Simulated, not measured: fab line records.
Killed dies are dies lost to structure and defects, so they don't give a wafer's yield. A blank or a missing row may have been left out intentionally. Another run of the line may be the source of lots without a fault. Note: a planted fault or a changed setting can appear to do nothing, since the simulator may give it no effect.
Split-lot study | flow n5Finfet | 7 lots, 21 wafers read, on a route of 1938 steps

## THE SPLIT ITSELF
At N5_DUMMY_GATE_HM_DEP_06 (deposits SiNx from DCS/NH3, target thk 80 nm, time 5141 s), the setting timeS was moved away from the recipe's 5141 s on 12 of the 21 wafers read, by -14.0% to +13.2%. For the rest of the wafers, this setting stayed at what the recipe calls for.

Reading taken at the split's own step.

## THE READING
SiNx_of_DUMMY_GATE_HM_DEP_06.thkNm (the simulator's own value, which no gauge read), in nm, at N5_DUMMY_GATE_HM_DEP_06 (deposits SiNx from DCS/NH3, target thk 80 nm, time 5141 s). The file gives no usual value for it. The 9 wafers here that ran the recipe average 79.6 nm, standard deviation 1.1 nm.

wafer  | tool, chamber at the split | timeS as run, s | against the recipe | SiNx_of_DUMMY_GATE_HM_DEP_06.thkNm, nm | against lot-mates on the recipe
L076.1 | -, -                       | 4800            | -6.6%              | 74.6                                   | no lot-mate on the recipe
L076.3 | -, -                       | 4800            | -6.6%              | 74.6                                   | no lot-mate on the recipe
L076.5 | -, -                       | 4800            | -6.6%              | 74.6                                   | no lot-mate on the recipe
L085.3 | -, -                       | 4487            | -12.7%             | 70.4                                   | no lot-mate on the recipe
L085.6 | -, -                       | 4487            | -12.7%             | 70.4                                   | no lot-mate on the recipe
L085.4 | -, -                       | 4487            | -12.7%             | 70                                     | no lot-mate on the recipe
L086.1 | -, -                       | 5141            | recipe             | 78.4                                   | -
L086.2 | -, -                       | 5141            | recipe             | 78.4                                   | -
L086.3 | -, -                       | 5141            | recipe             | 78.2                                   | -
L090.3 | -, -                       | 4419            | -14.0%             | 67.6                                   | no lot-mate on the recipe
L090.4 | -, -                       | 4419            | -14.0%             | 68.4                                   | no lot-mate on the recipe
L090.5 | -, -                       | 4419            | -14.0%             | 68.4                                   | no lot-mate on the recipe
L092.2 | -, -                       | 5822            | +13.2%             | 90.2                                   | no lot-mate on the recipe
L092.3 | -, -                       | 5822            | +13.2%             | 90                                     | no lot-mate on the recipe
L092.6 | -, -                       | 5822            | +13.2%             | 90.4                                   | no lot-mate on the recipe
L095.4 | lpcvd-02, 0/29,0/39        | 5141            | recipe             | 79.6                                   | -
L095.6 | lpcvd-02, 0/29,0/39        | 5141            | recipe             | 79.6                                   | -
L095.5 | lpcvd-02, 0/34             | 5141            | recipe             | 79.2                                   | -
L097.1 | -, -                       | 5141            | recipe             | 81.4                                   | -
L097.4 | -, -                       | 5141            | recipe             | 80.6                                   | -
L097.5 | -, -                       | 5141            | recipe             | 80.8                                   | -
The file does not say which wafer passed through which chamber wherever a row lists several chambers: such a row stands for several wafers.

THE FIT
A straight line over all 21 wafers: SiNx_of_DUMMY_GATE_HM_DEP_06.thkNm changes by +0.787 nm for each +1% of timeS; r = +0.99; the points scatter about the line by 0.84 nm.
Too few moved wafers have a lot-mate on the recipe to fit a line with each lot's own level taken away.

## FILE'S OWN FIT
SiNx_of_DUMMY_GATE_HM_DEP_06.thkNm changes by +0.787 nm for each +1% of timeS, r = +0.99.
